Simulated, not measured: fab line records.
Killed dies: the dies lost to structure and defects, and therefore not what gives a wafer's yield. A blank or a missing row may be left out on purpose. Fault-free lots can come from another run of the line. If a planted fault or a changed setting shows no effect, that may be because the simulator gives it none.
A struck lot beside a sound one + flow nandHarc + 15 steps out of a route of 1159
Sound: the wafers L111.1, L111.3, L111.4. Wafers struck: L127.1, L127.3, L127.4. The cause is named last.
Each step with rows lists, per side, the tool, then ch with its chambers, then its first start. Under that, the readings that differ: sound wafers + struck wafers + difference of the means + sigmas: that difference in standard deviations of wafers without a fault.
alike: same words and numbers on both sides, and readings whose means sit less than 2 such deviations apart. not compared: any withheld reading, any reading some wafer has no value for, any bound like >300 that may hide the same value, and any number with overlapping values for which the record gives no deviation.
The two part at a step that has a row with sigmas, a row that says differs or no value, or rows on one side only. Numbers that don't overlap but have no deviation are shown without sigmas and don't part them. A reading missing from all wafers of one side parts the sides only when that side holds two or more wafers.

first, 4 steps without rows for these wafers: NHARC_P_BONDPAD_EBR_05; NHARC_P_BONDPAD_EXPOSE_06 (exposes mask P BPAD); NHARC_P_BONDPAD_PEB_07 (peb time 80 s); NHARC_P_BONDPAD_DEVELOP_08 (time 50 s).
NHARC_P_BONDPAD_CD_MEAS_09: the cd target is 500 nm.
  sound on cdSem-03 ch 0, day 6 19:47; struck on cdSem-03 ch 0, day 10 18:41
  alike: cdNm
NHARC_P_BONDPAD_OVL_MEAS_38:
  sound on overlay-01 at day 6 19:53; struck on overlay-01 at day 10 18:46
  alike: overlayXNm, overlayYNm
then, 1 step without rows for these wafers: NHARC_P_BONDPAD_HARDBAKE_10 (time 65 s).
NHARC_P_BONDPAD_DESCUM_11: chemistry O2, time 3 s.
  sound on rieDiel-05 ch 0,2,3, day 6 20:01; struck on rieDiel-12 ch 1,2,3, day 10 18:54
| reading             | sound    | struck | difference | sigmas |
|---------------------|----------|--------|------------|--------|
| rfHoursCounterH (h) | 57 57 54 | 9 8 10 | -47        |        |
  alike: drypumpMotorCurrentA, oesProductAu, rfVppV, showerheadPlenumPTorr, throttleValvePct
NHARC_P_BONDPAD_ETCH_37: etches the open film in N2/H2, target depth 60 nm, overetch 18 nm, time 65.91 s.
  sound on rieDiel-05 ch 0,1,2, day 6 20:14; struck on rieDiel-12 ch 1,2,3, day 10 18:59
| reading             | sound             | struck            | difference | sigmas |
|---------------------|-------------------|-------------------|------------|--------|
| biasW (W)           | 151.1 149.6 150.3 | 149.0 149.5 149.4 | -1.0       | -3     |
| rfHoursCounterH (h) | 55 57 55          | 8 10 9            | -47        |        |
  alike: chamberPressureMTorr, drypumpMotorCurrentA, oesProductAu, rfVppV, showerheadPlenumPTorr, throttleValvePct
NHARC_P_BONDPAD_ETCH_12: etches the open film in CHF3/O2, target depth 200 nm, time 100 s.
  sound: rieDiel-05 ch 0,1,3; struck: rieDiel-12 ch 0,2,3
| reading             | sound             | struck            | difference | sigmas |
|---------------------|-------------------|-------------------|------------|--------|
| oesProductAu (a.u.) | 0.920 0.922 0.928 | 0.973 0.956 0.970 | +0.043     | +2     |
| rfHoursCounterH (h) | 57 55 55          | 9 8 10            | -47        |        |
  alike: biasW, chamberPressureMTorr, drypumpMotorCurrentA, rfVppV, showerheadPlenumPTorr, throttleValvePct
NHARC_P_BONDPAD_CD_MEAS_13:
  sound on cdSem-01 at day 6 20:31; struck on cdSem-03 at day 10 19:13
| reading   | sound             | struck            | difference | sigmas |
|-----------|-------------------|-------------------|------------|--------|
| cdNm (nm) | 496.5 496.7 497.9 | 500.5 500.3 499.6 | +3.1       | +2     |
NHARC_P_BONDPAD_STRIP_15: strips in O2.
  sound on rieDiel-05 ch 0,1,3, day 6 20:36; struck on rieDiel-12 ch 1,2,3, day 10 19:18
| reading             | sound    | struck  | difference | sigmas |
|---------------------|----------|---------|------------|--------|
| rfHoursCounterH (h) | 55 57 55 | 10 10 8 | -46        |        |
  alike: drypumpMotorCurrentA, oesProductAu, rfVppV, showerheadPlenumPTorr, throttleValvePct
NHARC_P_BONDPAD_ETCH_24: etches the open film in CF4/N2, target depth 30 nm, time 72.99 s.
  sound on rieDiel-05 ch 0,1,2, day 6 20:45; struck on rieDiel-12 ch 0,1,2, day 10 19:27
  no value came back on the struck wafers for any of 8 readings (biasW (W), cf4FlowSccm (sccm) and others); on the sound wafers biasW (W) reads 99.7 99.8 99.6
then, 1 step without rows for these wafers: NHARC_P_BONDPAD_STRIP_16 (strips in post etch residue remover, time 600 s).
-- break in the record here, with 13 days between the starts of the struck wafers on either side (left off in module P_BONDPAD, picked up again in module END, where the first step shown is number 1159 on the route) --
NHARC_END_SORT_01:
  sound on prober-02 ch 0, day 20 04:55; struck on prober-01 ch 0, day 23 16:32
| reading                | sound          | struck         | difference | sigmas      |
|------------------------|----------------|----------------|------------|-------------|
| defectLimitedYield (%) | 93.9 95.4 94.2 | 0 0 0          | -94        | -56         |
| killedAtPeriphery      | 8 5 8          | 638 637 639    | +631       | +99 or more |
| killedDies             | 41 31 39       | 677 677 677    | +640       | +53         |
| sort_bin_2_pct (%)     | 1.5 1.2 1.9    | 95.6 94.8 94.8 | +93.5      | +99 or more |
| sortNPass              | 636 646 638    | 0 0 0          | -640       | -53         |
| sortRimYieldPct (%)    | 99.1 97.2 94.3 | 0 0 0          | -97        | -37         |
| sortYieldPct (%)       | 93.9 95.4 94.2 | 0 0 0          | -94        | -56         |
  alike: killedAtArray, killedAtOther, killedOpen, killedShort, sort_bin_3_pct, sort_bin_4_pct

== WHERE THEY PART ==
Earliest at NHARC_P_BONDPAD_ETCH_37; latest, in this record, at NHARC_END_SORT_01.

WHY: the cause the simulator had injected
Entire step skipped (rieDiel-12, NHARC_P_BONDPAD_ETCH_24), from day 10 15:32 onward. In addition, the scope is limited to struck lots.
